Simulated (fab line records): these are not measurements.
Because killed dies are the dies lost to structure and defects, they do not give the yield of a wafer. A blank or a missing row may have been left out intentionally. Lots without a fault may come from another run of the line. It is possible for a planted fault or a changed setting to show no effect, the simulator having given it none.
fab line records	flow n5Finfet
[record] lots = 5	wafers = 15	lastDay = 17
route steps=1938 shown MOL_CONTACT_COAG@567 BEOL_M4@1111 PASSIVATION@1936
lots untouched by any fault: they come from a run of this same line in which no faults occurred
startH: hours from the record's first day to the start of the lot's first wafer shown	waitH: hours from the lot's prior step to this one	" repeats the value in the row above	L1.1+2: a single row standing in for several wafers	- no value, or no start given	* or withheld: withheld	< > ~ a bound
route shown NAME@n: NAME is a module with steps in the file, n the number in the route of the first one	usual: average and standard deviation across the fault-free wafers	same: alike in all rows	chamber/n: place in a boat	sites: readings site by site	_std_site: their standard deviation	_edge_site: the outer-site mean with the inner-site mean subtracted	radiusMm: for every site, how far away it sits from the centre of the wafer	mask NAME#n: copy n	behind: the most recent tool/chamber to have shaped the wafer	hold: what put the lot on hold/how long, in hours/how the hold closed	device: the n, p or np transistor that did not switch	end of line: at the end of the route, the tests of the same wafers	a step with no rows: only its recipe	killed: dies lost to structure and defects at the first sort, not the wafer's yield	map: a wafer's dies, x killed, . not, _ none there
set.NAME: setting as actually run; set.NAME@STEP: the setting as run at that earlier step	model.NAME: the simulator's own value behind a step, which no gauge read
lots at selected steps of the route; one table per step, one row per wafer
services: the hour from which a tool's chamber was out of use, counted from the record's first day as startH (under 0 if before that day), plus the number of hours and why
[[steps]]
[step N5_MOL_CONTACT_COAG_COAT_78]
[recipe] resist = CAR-EUV	spinRpm = 1500	resistThkNm = 40
[step N5_MOL_CONTACT_COAG_EBR_80]
[recipe] solvent = PGMEA	ebrWidthMm = 1.5
[step N5_MOL_CONTACT_COAG_SOFTBAKE_79]
[recipe] tempC = 110	timeS = 60	resist = CAR-EUV
[step N5_MOL_CONTACT_COAG_EXPOSE_81]
[recipe] maskId = VG	na = 0.33	sourceShape = annular	sigmaInner = 0.3	sigmaOuter = 0.7	polarization = unpolarized	defocusNm = 0	doseMj = 59.5
[step N5_MOL_CONTACT_COAG_PEB_82]
[recipe] pebTempC = 100	pebTimeS = 60	resist = CAR-EUV
[step N5_MOL_CONTACT_COAG_DEVELOP_83]
[recipe] developTimeS = 30	developer = TMAH	resist = CAR-EUV	rinseLiquid = surfactantRinse	dry = airSpin	devTempC = 23
[step N5_MOL_CONTACT_COAG_DESCUM_88]
[recipe] chemistry = O2	timeS = 7	sourcePowerW = 50	biasPowerW = 20	pressureMtorr = 20	rfFrequencyHz = 2.712e+07	tempC = 40	resist = CAR-EUV	o2FlowSccm = 225
[step N5_MOL_CONTACT_COAG_ETCH_89]
[recipe] chemistry = N2/H2	target = underlayer	targetDepthA = 130	maskMaterial = CAR-EUV	timeS = 10.4	ionEnergyEv = 200	pressureMtorr = 30	sourceW = 840	biasW = 150	n2FlowSccm = 200	h2FlowSccm = 200	ends = cleared
[step N5_MOL_CONTACT_COAG_ETCH_90]
[recipe] chemistry = CF4	target = SiARC	targetDepthA = 130	maskMaterial = CAR-EUV	timeS = 21.7	ionEnergyEv = 80	pressureMtorr = 40	sourceW = 545	biasW = 36	Ar_flow_sccm = 100	cf4FlowSccm = 100	ends = cleared
[step N5_MOL_CONTACT_COAG_ALD_131]
[recipe] material = SiO2	targetThkA = 50	tempC = 100	aldPrecursorFamily = BDEAS	aldCoReactant = O2-plasma	pulseTimeS = 1	coReactantPulseTimeS = 1	purgeTimeS = 2	coReactantPurgeTimeS = 2	aldCycles = 35	pressureTorr = 2
[usual] aldCycles = 35/0	chamberPressureTorr = 2.000/0.0046	heaterPowerW = 78/8	precursorPulseHeightRel = 0.997/0.022
lot.wafer	tool	chamber	startH	waitH	aldCycles	chamberPressureTorr	heaterPowerW	precursorPulseHeightRel
L628.2	aldSin-01	3	169.98	0.5	-	-	-	-
L628.5	"	1	"	"	-	-	-	-
L628.6	"	2	"	"	-	-	-	-
L629.1	aldSin-01	0	178.62	0.1	-	-	-	-
L629.2	"	2	"	"	-	-	-	-
L629.4	"	1	"	"	-	-	-	-
L630.4	aldSin-01	3	183.60	0.5	-	-	-	-
L630.5	"	1	"	"	-	-	-	-
L630.6	"	2	"	"	-	-	-	-
L636.4	aldSin-03	3	217.06	0.1	35	2.002	79	0.988
L636.5	"	3	"	"	35	1.994	78	0.973
L636.6	"	0	"	"	35	2.000	81	0.959
L638.2	aldSin-01	1	234.00	0.4	35	1.994	72	1.043
L638.4	"	3	"	"	35	1.999	79	0.973
L638.6	"	1	"	"	35	1.995	71	0.974
[step N5_MOL_CONTACT_COAG_ETCHBACK_132]
[recipe] chemistry = CHF3	target = SiO2	targetDepthA = 100	timeS = 6.7	ionEnergyEv = 200	pressureMtorr = 30	sourceW = 610	biasW = 170	Ar_flow_sccm = 200	CHF3_flow_sccm = 50
[step N5_MOL_CONTACT_COAG_ETCH_91]
[recipe] chemistry = N2/H2	target = SOC	targetDepthA = 600	overetchA = 210	maskMaterial = SiARC	tempC = 40	timeS = 101.2	ionEnergyEv = 200	pressureMtorr = 30	sourceW = 840	biasW = 150	n2FlowSccm = 200	h2FlowSccm = 200
[step N5_MOL_CONTACT_COAG_STRIP_92]
[recipe] chemistry = N2/H2	tempC = 40	n2FlowSccm = 200	h2FlowSccm = 200	rfFrequencyHz = 6e+07
[step N5_MOL_CONTACT_COAG_STRIP_93]
[recipe] chemistry = N2/H2	tempC = 40	n2FlowSccm = 200	h2FlowSccm = 200	rfFrequencyHz = 6e+07
[step N5_MOL_CONTACT_COAG_ETCHBACK_135]
[recipe] chemistry = CHF3	target = SiO2	targetDepthA = 250	timeS = 16.7	ionEnergyEv = 200	pressureMtorr = 30	sourceW = 610	biasW = 170	Ar_flow_sccm = 200	CHF3_flow_sccm = 50
[step N5_MOL_CONTACT_COAG_STRIP_118]
[recipe] chemistry = CHF3	resist = SiARC	rfFrequencyHz = 6e+07
[step N5_MOL_CONTACT_COAG_VIA_ETCH_46]
[recipe] chemistry = C4F6/O2	targetDepthA = 460	overetchA = 92	maskMaterial = SOC	target = SiO2	biasW = 455	pressureMtorr = 10	timeS = 40	sourceW = 325	Ar_flow_sccm = 300	C4F6_flow_sccm = 10	O2_flow_sccm = 10	ionEnergyEv = 575.3	ends = endPoint
[step N5_MOL_CONTACT_COAG_STRIP_96]
[recipe] chemistry = N2/H2	powerW = 500	tempC = 40	pressureMtorr = 50	rfFrequencyHz = 6e+07	overashFraction = 0.3	biasPowerW = 28	h2Frac = 0.5	n2FlowSccm = 300	h2FlowSccm = 300
[step N5_MOL_CONTACT_COAG_ETCH_47]
[recipe] chemistry = CH3F/O2	target = SiNx	targetDepthA = 270	maskMaterial = SiO2	stopOn = W	overEtchFrac = 0.2	ionEnergyEv = 120	endpoint = OES-CN	pressureMtorr = 30	sourceW = 395	biasW = 73	Ar_flow_sccm = 150	CH3F_flow_sccm = 30	O2_flow_sccm = 20	ends = endPoint
[step N5_MOL_CONTACT_COAG_STRIP_119]
[recipe] chemistry = N2/H2	timeS = 30	powerW = 1000	tempC = 250	pressureMtorr = withheld	n2FlowSccm = 1750	h2FlowSccm = 3250
[step N5_MOL_CONTACT_COAG_PRECLEAN_144]
[recipe] chemistry = alkalineClean	tempC = 60	timeS = 60	doPpb = 50
[step N5_MOL_CONTACT_COAG_SRD_145]
[recipe] dry = ipaMarangoni	timeS = 30	tempC = 23	rinseLiquid = diw
[step N5_MOL_CONTACT_COAG_CD_MEAS_137]
[recipe] targetCdNm = 16
[usual] cdNm = 16.0/0.3
lot.wafer	tool	chamber	startH	waitH	cdNm
L628.2	cdSem-02	-	170.65	0.0	-
L628.5	"	-	"	"	-
L628.6	"	-	"	"	-
L629.1	cdSem-02	-	179.30	0.0	-
L629.2	"	-	"	"	-
L629.4	"	-	"	"	-
L630.4	cdSem-01	-	184.28	0.0	-
L630.5	"	-	"	"	-
L630.6	"	-	"	"	-
L636.4	cdSem-01	-	217.74	0.0	16.5
L636.5	"	-	"	"	15.8
L636.6	"	-	"	"	16.1
L638.2	cdSem-02	-	234.96	0.0	15.7
L638.4	"	-	"	"	15.8
L638.6	"	-	"	"	15.9
[step N5_MOL_CONTACT_COAG_COAT_62]
[recipe] resist = SOC	tempC = 250	timeS = 60	spinRpm = 1500	resistThkNm = 60
[step N5_MOL_CONTACT_COAG_COAT_63]
[recipe] resist = SiARC	tempC = 220	timeS = 60	spinRpm = 1500	resistThkNm = 10
[step N5_MOL_CONTACT_COAG_COAT_64]
[recipe] resist = underlayer	tempC = 205	timeS = 60	spinRpm = 1500	resistThkNm = 10
[step N5_MOL_CONTACT_COAG_COAT_34]
[recipe] resist = CAR-EUV	spinRpm = 1500	resistThkNm = 40
[step N5_MOL_CONTACT_COAG_EBR_36]
[recipe] solvent = PGMEA	ebrWidthMm = 1.5
[step N5_MOL_CONTACT_COAG_SOFTBAKE_35]
[recipe] tempC = 110	timeS = 60	resist = CAR-EUV
[step N5_MOL_CONTACT_COAG_EXPOSE_37]
[recipe] maskId = VD	na = 0.33	sourceShape = annular	sigmaInner = 0.3	sigmaOuter = 0.7	polarization = unpolarized	defocusNm = 0	doseMj = 62
[step N5_MOL_CONTACT_COAG_PEB_38]
[recipe] pebTempC = 100	pebTimeS = 60	resist = CAR-EUV
[step N5_MOL_CONTACT_COAG_DEVELOP_39]
[recipe] developTimeS = 30	developer = TMAH	resist = CAR-EUV	rinseLiquid = surfactantRinse	dry = airSpin	devTempC = 23
[step N5_MOL_CONTACT_COAG_INSPECT_42]
[recipe] mode = adi	inspectInstrument = brightfield
[usual] rawDefectCount = 214/66
lot.wafer	tool	chamber	startH	waitH	rawDefectCount
L628.2	defectInspect-01	-	171.19	0.1	1972
L628.5	"	-	"	"	1886
L628.6	"	-	"	"	1943
L629.1	defectInspect-01	-	179.83	0.1	1986
L629.2	"	-	"	"	1924
L629.4	"	-	"	"	1924
L630.4	defectInspect-02	-	184.81	0.0	2024
L630.5	"	-	"	"	2068
L630.6	"	-	"	"	2065
L636.4	defectInspect-01	-	218.15	0.0	115
L636.5	"	-	"	"	211
L636.6	"	-	"	"	130
L638.2	defectInspect-02	-	235.50	0.0	470
L638.4	"	-	"	"	327
L638.6	"	-	"	"	241
[step N5_MOL_CONTACT_COAG_DESCUM_45]
[recipe] chemistry = O2	timeS = 7	sourcePowerW = 50	biasPowerW = 20	pressureMtorr = 20	rfFrequencyHz = 2.712e+07	tempC = 40	resist = CAR-EUV	o2FlowSccm = 225
[step N5_BEOL_M4_RC_MEAS_101]
[usual] DIBL_N = 36.4/1.5	DIBL_P = 36.4/1.6	IOFF_N = 0.164/0.025	IOFF_P = 0.214/0.028	ION_N = 675/9.9	ION_P = 463/6.5	SS_N = 71.5/0.5	SS_P = 73.3/0.56	VT_N = 249.2/2.7	VT_P = -250.1/2.8
lot.wafer	tool	chamber	startH	waitH	DIBL_N[mV/V]	DIBL_P[mV/V]	IOFF_N[nA/um]	IOFF_P[nA/um]	ION_N[uA/um]	ION_P[uA/um]	SS_N[mV/dec]	SS_P[mV/dec]	VT_N[mV]	VT_P[mV]
L636.4	prober-01	0	288.85	0.5	37.7	38.5	0.173	0.220	674	457	71.6	72.8	248.1	-249.5
L636.5	"	0	"	"	38.9	40.0	0.199	0.253	690	472	71.5	73.3	244.8	-247.3
L636.6	"	0	"	"	35.5	35.8	0.135	0.190	659	454	71.6	72.4	253.0	-248.5
L638.2	prober-02	0	304.17	0.8	37.1	37.6	0.163	0.228	663	461	71.3	73.1	248.3	-248.4
L638.4	"	0	"	"	37.7	39.5	0.195	0.269	686	470	71.9	74.1	247.5	-247.2
L638.6	"	0	"	"	34.9	35.4	0.131	0.190	678	465	71.3	72.3	251.5	-250.0
[step N5_PASSIVATION_PROBE_49]
[usual] defectLimitedYield = 91.1/1.4	killed_at_M0_to_M3 = 35/8.7	killed_at_M4_up = 14/5.3	killedAtContacts = 12/6.2	killedAtFrontEnd = 41/12	killedAtOther = 3.4/2.6	killedDies = 105/16	killedOnRim = 14/3.8	killedOpen = 67/13	killedShort = 36/7.3	sort_bin_5_function = 5.2/0.96	sort_bin_6_memory = 3.3/0.6	sortNPass = 1075/16	sortYieldPct = 91.1/1.4
[same] grossDies = 1180	killedAtBackSide = 0	sort_bin_4_leakage[%] = 0	sort_bin_8_speed[%] = 0
lot.wafer	tool	chamber	startH	waitH	defectLimitedYield[%]	killed_at_M0_to_M3	killed_at_M4_up	killedAtContacts	killedAtFrontEnd	killedAtOther	killedDies	killedOnRim	killedOpen	killedShort	sort_bin_5_function[%]	sort_bin_6_memory[%]	sortNPass	sortYieldPct[%]
L629.1	prober-02	-	345.30	0.0	0	4	4	1165	7	0	1180	152	8	6	74.3	4.0	0	0
L629.2	prober-02	-	345.35	0.1	0	4	3	1168	4	1	1180	152	10	5	70.4	3.2	0	0
L629.4	prober-02	-	345.45	0.2	0	8	8	1159	3	2	1180	152	14	6	72.2	2.7	0	0
L630.4	prober-02	-	346.68	0.4	0	2	5	1166	4	3	1180	152	11	4	71.9	2.8	0	0
L630.5	prober-02	-	346.73	0.5	0	7	3	1166	4	0	1180	152	9	6	72.9	3.2	0	0
L630.6	prober-02	-	346.78	0.5	0	7	3	1166	4	0	1180	152	9	8	71.6	4.0	0	0
L628.2	prober-02	-	347.96	0.2	0	9	4	1158	7	2	1180	152	15	8	71.8	2.8	0	0
L628.5	prober-02	-	348.11	0.4	0	5	0	1164	11	0	1180	152	8	8	73.1	2.7	0	0
L628.6	prober-02	-	348.16	0.4	0	7	5	1165	3	0	1180	152	9	6	74.2	2.5	0	0
L636.4	prober-01	-	398.29	0.2	88.1	45	19	22	52	2	140	13	94	46	6.6	4.9	1040	88.1
L636.5	prober-01	-	398.34	0.2	90.7	34	22	14	29	11	110	14	68	41	5.9	3.0	1070	90.7
L636.6	prober-01	-	398.39	0.3	88.9	38	16	18	55	4	131	21	87	43	6.2	4.6	1049	88.9
// killed by level:class
L629.1 MOL_CONTACT_COAG:lostPattern=1161 MOL_CONTACT_COAG:areaAld=4 BEOL_M0_SAQP:geometricParticle:short=2 BEOL_M4:geometricParticle:short=2 STI_FIN_REVEAL:geometricParticle:open=1 DUMMY_GATE:geometricParticle:short=1 DUMMY_GATE:geometricParticle:open=1 SPACER0:geometricParticle:short=1
L629.2 MOL_CONTACT_COAG:lostPattern=1161 MOL_CONTACT_COAG:areaAld=4 BEOL_M4:geometricParticle:open=3 MOL_CONTACT_COAG:geometricParticle:open=2 DUMMY_GATE:geometricParticle:open=1 GATE_CUT:geometricParticle:short=1 GATE_CUT:geometricParticle:open=1 MOL_CONTACT_COAG:geometricParticle:short=1
L629.4 MOL_CONTACT_COAG:lostPattern=1152 BEOL_M4:geometricParticle:open=4 MOL_CONTACT_COAG:areaEtchback=4 MOL_CONTACT_COAG:areaAld=3 BEOL_M0_SAQP:geometricParticle:open=2 BEOL_M0_SAQP:geometricParticle:short=2 BEOL_M2:geometricParticle:open=2 PASS1_DEP:geometricParticle:open=2
L630.4 MOL_CONTACT_COAG:lostPattern=1160 MOL_CONTACT_COAG:areaAld=4 STARTING-WAFER:geometricParticle:open=2 MOL_CONTACT_COAG:geometricParticle:open=2 BEOL_M5:geometricParticle:open=2 FIN_SAQP:geometricParticle:open=1 GATE_CUT:geometricParticle:open=1 BEOL_M0_SAQP:geometricParticle:open=1
L630.5 MOL_CONTACT_COAG:lostPattern=1160 MOL_CONTACT_COAG:areaAld=4 BEOL_M0_SAQP:geometricParticle:open=3 STI_FIN_REVEAL:geometricParticle:open=2 FIN_SAQP:geometricParticle:open=1 FIN_SAQP:geometricParticle:short=1 MOL_CONTACT_COAG:geometricParticle:short=1 BEOL_M0_SAQP:geometricParticle:short=1
L630.6 MOL_CONTACT_COAG:lostPattern=1160 BEOL_M0_SAQP:geometricParticle:short=4 MOL_CONTACT_COAG:geometricParticle:open=3 BEOL_M0_SAQP:geometricParticle:open=2 MOL_CONTACT_COAG:areaAld=2 FIN_SAQP:geometricParticle:short=1 HKMG_FIN:geometricParticle:short=1 GATE_CUT:geometricParticle:short=1
L628.2 MOL_CONTACT_COAG:lostPattern=1149 MOL_CONTACT_COAG:areaAld=6 FIN_SAQP:geometricParticle:open=4 BEOL_M0_SAQP:geometricParticle:short=4 BEOL_M4:geometricParticle:open=3 STI_FIN_REVEAL:geometricParticle:open=1 ILD0:geometricParticle:open=1 GATE_CUT:geometricParticle:open=1
L628.5 MOL_CONTACT_COAG:lostPattern=1159 MOL_CONTACT_COAG:areaAld=4 FIN_SAQP:geometricParticle:open=3 FIN_SAQP:geometricParticle:short=3 STARTING-WAFER:geometricParticle:short=2 FIN_CUT:geometricParticle:short=1 ILD0:geometricParticle:short=1 GATE_CUT:geometricParticle:open=1
L628.6 MOL_CONTACT_COAG:lostPattern=1159 MOL_CONTACT_COAG:areaAld=3 MOL_CONTACT_COAG:areaEtchback=3 BEOL_M0_SAQP:geometricParticle:short=2 BEOL_M8:geometricParticle:open=2 FIN_SAQP:geometricParticle:short=1 STI_FIN_REVEAL:geometricParticle:open=1 GATE_CUT:geometricParticle:short=1
L636.4 BEOL_M0_SAQP:geometricParticle:open=20 MOL_CONTACT_COAG:geometricParticle:open=18 BEOL_M0_SAQP:geometricParticle:short=13 STI_FIN_REVEAL:geometricParticle:open=11 FIN_SAQP:geometricParticle:short=10 DUMMY_GATE:geometricParticle:open=7 FIN_SAQP:geometricParticle:open=6 BEOL_M3:geometricParticle:open=6
L636.5 BEOL_M0_SAQP:geometricParticle:short=13 MOL_CONTACT_COAG:geometricParticle:open=10 BEOL_M4:geometricParticle:open=10 BEOL_M0_SAQP:geometricParticle:open=9 DUMMY_GATE:geometricParticle:open=7 FIN_SAQP:geometricParticle:short=5 BEOL_M3:geometricParticle:open=5 ILD0:geometricParticle:open=4
L636.6 STI_FIN_REVEAL:geometricParticle:open=15 MOL_CONTACT_COAG:geometricParticle:open=13 BEOL_M3:geometricParticle:open=11 BEOL_M0_SAQP:geometricParticle:short=9 FIN_SAQP:geometricParticle:open=8 FIN_SAQP:geometricParticle:short=7 DUMMY_GATE:geometricParticle:open=7 BEOL_M1:geometricParticle:open=7
// map L628.2 (x killed, . not)
_________________xxxxxxxxxxxx________________
______________xxxxxxxxxxxxxxxxxx_____________
___________xxxxxxxxxxxxxxxxxxxxxxxx__________
__________xxxxxxxxxxxxxxxxxxxxxxxxxx_________
________xxxxxxxxxxxxxxxxxxxxxxxxxxxxxx_______
_______xxxxxxxxxxxxxxxxxxxxxxxxxxxxxxxx______
______xxxxxxxxxxxxxxxxxxxxxxxxxxxxxxxxxx_____
_____xxxxxxxxxxxxxxxxxxxxxxxxxxxxxxxxxxxx____
____xxxxxxxxxxxxxxxxxxxxxxxxxxxxxxxxxxxxxx___
___xxxxxxxxxxxxxxxxxxxxxxxxxxxxxxxxxxxxxxxx__
___xxxxxxxxxxxxxxxxxxxxxxxxxxxxxxxxxxxxxxxx__
__xxxxxxxxxxxxxxxxxxxxxxxxxxxxxxxxxxxxxxxxxx_
__xxxxxxxxxxxxxxxxxxxxxxxxxxxxxxxxxxxxxxxxxx_
_xxxxxxxxxxxxxxxxxxxxxxxxxxxxxxxxxxxxxxxxxxxx
_xxxxxxxxxxxxxxxxxxxxxxxxxxxxxxxxxxxxxxxxxxxx
_xxxxxxxxxxxxxxxxxxxxxxxxxxxxxxxxxxxxxxxxxxxx
_xxxxxxxxxxxxxxxxxxxxxxxxxxxxxxxxxxxxxxxxxxxx
_xxxxxxxxxxxxxxxxxxxxxxxxxxxxxxxxxxxxxxxxxxxx
_xxxxxxxxxxxxxxxxxxxxxxxxxxxxxxxxxxxxxxxxxxxx
_xxxxxxxxxxxxxxxxxxxxxxxxxxxxxxxxxxxxxxxxxxxx
_xxxxxxxxxxxxxxxxxxxxxxxxxxxxxxxxxxxxxxxxxxxx
__xxxxxxxxxxxxxxxxxxxxxxxxxxxxxxxxxxxxxxxxxx_
__xxxxxxxxxxxxxxxxxxxxxxxxxxxxxxxxxxxxxxxxxx_
___xxxxxxxxxxxxxxxxxxxxxxxxxxxxxxxxxxxxxxxx__
___xxxxxxxxxxxxxxxxxxxxxxxxxxxxxxxxxxxxxxxx__
____xxxxxxxxxxxxxxxxxxxxxxxxxxxxxxxxxxxxxx___
_____xxxxxxxxxxxxxxxxxxxxxxxxxxxxxxxxxxxx____
______xxxxxxxxxxxxxxxxxxxxxxxxxxxxxxxxxx_____
_______xxxxxxxxxxxxxxxxxxxxxxxxxxxxxxxx______
________xxxxxxxxxxxxxxxxxxxxxxxxxxxxxx_______
__________xxxxxxxxxxxxxxxxxxxxxxxxxx_________
___________xxxxxxxxxxxxxxxxxxxxxxxx__________
______________xxxxxxxxxxxxxxxxxx_____________
_________________xxxxxxxxxxxx________________
// map L629.1 (x killed, . not)
_________________xxxxxxxxxxxx________________
______________xxxxxxxxxxxxxxxxxx_____________
___________xxxxxxxxxxxxxxxxxxxxxxxx__________
__________xxxxxxxxxxxxxxxxxxxxxxxxxx_________
________xxxxxxxxxxxxxxxxxxxxxxxxxxxxxx_______
_______xxxxxxxxxxxxxxxxxxxxxxxxxxxxxxxx______
______xxxxxxxxxxxxxxxxxxxxxxxxxxxxxxxxxx_____
_____xxxxxxxxxxxxxxxxxxxxxxxxxxxxxxxxxxxx____
____xxxxxxxxxxxxxxxxxxxxxxxxxxxxxxxxxxxxxx___
___xxxxxxxxxxxxxxxxxxxxxxxxxxxxxxxxxxxxxxxx__
___xxxxxxxxxxxxxxxxxxxxxxxxxxxxxxxxxxxxxxxx__
__xxxxxxxxxxxxxxxxxxxxxxxxxxxxxxxxxxxxxxxxxx_
__xxxxxxxxxxxxxxxxxxxxxxxxxxxxxxxxxxxxxxxxxx_
_xxxxxxxxxxxxxxxxxxxxxxxxxxxxxxxxxxxxxxxxxxxx
_xxxxxxxxxxxxxxxxxxxxxxxxxxxxxxxxxxxxxxxxxxxx
_xxxxxxxxxxxxxxxxxxxxxxxxxxxxxxxxxxxxxxxxxxxx
_xxxxxxxxxxxxxxxxxxxxxxxxxxxxxxxxxxxxxxxxxxxx
_xxxxxxxxxxxxxxxxxxxxxxxxxxxxxxxxxxxxxxxxxxxx
_xxxxxxxxxxxxxxxxxxxxxxxxxxxxxxxxxxxxxxxxxxxx
_xxxxxxxxxxxxxxxxxxxxxxxxxxxxxxxxxxxxxxxxxxxx
_xxxxxxxxxxxxxxxxxxxxxxxxxxxxxxxxxxxxxxxxxxxx
__xxxxxxxxxxxxxxxxxxxxxxxxxxxxxxxxxxxxxxxxxx_
__xxxxxxxxxxxxxxxxxxxxxxxxxxxxxxxxxxxxxxxxxx_
___xxxxxxxxxxxxxxxxxxxxxxxxxxxxxxxxxxxxxxxx__
___xxxxxxxxxxxxxxxxxxxxxxxxxxxxxxxxxxxxxxxx__
____xxxxxxxxxxxxxxxxxxxxxxxxxxxxxxxxxxxxxx___
_____xxxxxxxxxxxxxxxxxxxxxxxxxxxxxxxxxxxx____
______xxxxxxxxxxxxxxxxxxxxxxxxxxxxxxxxxx_____
_______xxxxxxxxxxxxxxxxxxxxxxxxxxxxxxxx______
________xxxxxxxxxxxxxxxxxxxxxxxxxxxxxx_______
__________xxxxxxxxxxxxxxxxxxxxxxxxxx_________
___________xxxxxxxxxxxxxxxxxxxxxxxx__________
______________xxxxxxxxxxxxxxxxxx_____________
_________________xxxxxxxxxxxx________________
[[services]]
tool	chamber	startH	hours	kind
aldSin-03	3	172.68	20.5	repair
aldSin-03	-	178.11	14.0	pm
aldSin-03	0	178.11	14.0	ventCycle
aldSin-03	1	178.11	14.0	ventCycle
aldSin-03	2	178.11	14.0	ventCycle
aldSin-03	0	192.11	-	clean
aldSin-03	1	192.11	-	clean
aldSin-03	2	192.11	-	clean
[[key]]
[firstSign] step = N5_MOL_CONTACT_COAG_ALD_131	reading = toolRecord	direction = missing
[effect] step = N5_MOL_CONTACT_COAG_CD_MEAS_137	reading = cdNm	direction = missing
[effect] step = N5_MOL_CONTACT_COAG_INSPECT_42	reading = rawDefectCount	direction = up	sigmas = 27	usual = 214	struck = 1977
[effect] step = N5_PASSIVATION_PROBE_49	reading = killedAtContacts	direction = up	sigmas = 99+	usual = 12	struck = 1164
metAt N5_MOL_CONTACT_COAG_ALD_131
struckWafers L628.2,L628.5,L628.6,L629.1,L629.2,L629.4,L630.4,L630.5,L630.6
laterRowsLeftOut L628.2,L628.5,L628.6,L629.1,L629.2,L629.4,L630.4,L630.5,L630.6
[fault] kind = skippedStepWhole	tool = aldSin-01	chamber = -	onsetH = 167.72	steps = N5_MOL_CONTACT_COAG_ALD_131	scope = struckLotsOnly
// laterRowsLeftOut: the simulator's readings of these wafers behind a module that went badly wrong aren't trusted and aren't shown, but for the sort
